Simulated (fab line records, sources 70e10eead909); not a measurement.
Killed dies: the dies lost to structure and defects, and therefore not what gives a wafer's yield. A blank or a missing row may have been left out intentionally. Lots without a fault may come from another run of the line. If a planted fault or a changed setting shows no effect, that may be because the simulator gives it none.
The tool behind it: which one? + flow nandHarc + 11 lots with 33 wafers sampled at 5 steps, on a route of 1159 steps

== WHAT THE GAUGES SHOWED, per wafer ==
NHARC_END_SORT_01.
| lot  | measured     | on        | defectLimitedYield (%) |
|------|--------------|-----------|------------------------|
| L221 | day 19 14:56 | prober-02 | 96.8 96.6 97.5         |
| L227 | day 21 05:49 | prober-02 | 91.4 93.2 93.8         |
| L232 | day 22 19:32 | prober-01 | 94.2 92.9 95.9         |
| L238 | day 24 07:35 | prober-02 | 96.8 95.4 96.3         |

== EACH LOT AND THE TOOL THAT RAN IT (in order: tool; ch and the chambers of the sampled wafers; start) ==
| lot  | NHARC_P_M2_STRIP_18               | NHARC_P_M2_ETCH_28                           | NHARC_P_M2_PRE_CLEAN_30                | NHARC_P_BONDPAD_SOFTBAKE_04      |
|------|-----------------------------------|----------------------------------------------|----------------------------------------|----------------------------------|
| L220 | rieDiel-03 ch 0,1,2, day 6 18:44  | rieDiel-03 ch 0,3, day 6 22:00 or earlier    | pvdSputter-01, day 6 22:00 or earlier  | lithoTrack-07 ch 0, day 6 22:00  |
| L221 | rieDiel-07 ch 1,2, day 6 22:34    | rieDiel-07 ch 1,2,3, day 7 02:00 or earlier  | pvdSputter-01, day 7 02:00 or earlier  | lithoTrack-02 ch 0, day 7 02:00  |
| L222 | rieDiel-11 ch 0,1,3, day 7 04:23  | rieDiel-11 ch 2,3, day 7 05:01 or earlier    | pvdSputter-01, day 7 05:01             | lithoTrack-05 ch 0, day 7 07:00  |
| L223 | rieDiel-11 ch 1,2, day 7 07:30    | rieDiel-11 ch 1,2,3, day 7 11:00 or earlier  | pvdSputter-03, day 7 11:00 or earlier  | lithoTrack-02 ch 0, day 7 11:00  |
| L225 | rieDiel-07 ch 0,1,2, day 7 10:03  | rieDiel-07 ch 0,2,3, day 7 13:00 or earlier  | pvdSputter-01, day 7 13:00 or earlier  | lithoTrack-07 ch 0, day 7 13:00  |
| L226 | rieDiel-11 ch 0,2,3, day 7 22:30  | rieDiel-11 ch 1,2,3, day 8 02:00 or earlier  | pvdSputter-02, day 8 02:00 or earlier  | lithoTrack-05 ch 0, day 8 02:00  |
| L227 | rieDiel-11 ch 2,3, day 8 00:34    | rieDiel-11 ch 0,1,3, day 8 04:00 or earlier  | pvdSputter-01, day 8 04:00 or earlier  | lithoTrack-02 ch 0, day 8 04:00  |
| L232 | rieDiel-11 ch 1,2,3, day 9 13:19  | rieDiel-11 ch 0,2,3, day 9 16:00 or earlier  | pvdSputter-01, day 9 16:00 or earlier  | lithoTrack-05 ch 0, day 9 16:00  |
| L231 | rieDiel-11 ch 1,2,3, day 9 13:45  | rieDiel-11 ch 0,1,2, day 9 17:00 or earlier  | pvdSputter-03, day 9 17:00 or earlier  | lithoTrack-05 ch 0, day 9 17:00  |
| L239 | rieDiel-11 ch 0,1, day 10 23:40   | rieDiel-11 ch 0,1,2, day 11 03:00 or earlier | pvdSputter-02, day 11 03:00 or earlier | lithoTrack-07 ch 0, day 11 03:00 |
| L238 | rieDiel-11 ch 0,1,3, day 11 00:31 | rieDiel-11 ch 0,1,2, day 11 04:00 or earlier | pvdSputter-02, day 11 04:00 or earlier | lithoTrack-07 ch 0, day 11 04:00 |
- NHARC_P_M2_STRIP_18: strips in N2/H2.
- NHARC_P_M2_ETCH_28: etches the open film in CF4/N2, target depth 30 nm, time 72.99 s.
- NHARC_P_M2_PRE_CLEAN_30: time 30 s.
- NHARC_P_BONDPAD_SOFTBAKE_04: time 70 s.

== THE ANSWER, worked out from the rows above alone ==
Rule: usual is defined by the lots themselves. Put in order of their means at a reading, lots are off if they are a third of the lots or fewer, leave a main group of 4 or more, and stand apart from it by a gap of 3 or more times the standard deviation of the main group's means; of several such gaps the widest counts. Not used: any main group whose means are identical at the precision the tables above print for the reading. Also off: a lot with no number at a reading for which 4 or more lots have one. The other lots that the step has rows for count as sound.
Across all readings shown, no lot is off: no conclusion can be drawn from this.

== WHAT WAS PUT IN BY THE SIMULATOR ==
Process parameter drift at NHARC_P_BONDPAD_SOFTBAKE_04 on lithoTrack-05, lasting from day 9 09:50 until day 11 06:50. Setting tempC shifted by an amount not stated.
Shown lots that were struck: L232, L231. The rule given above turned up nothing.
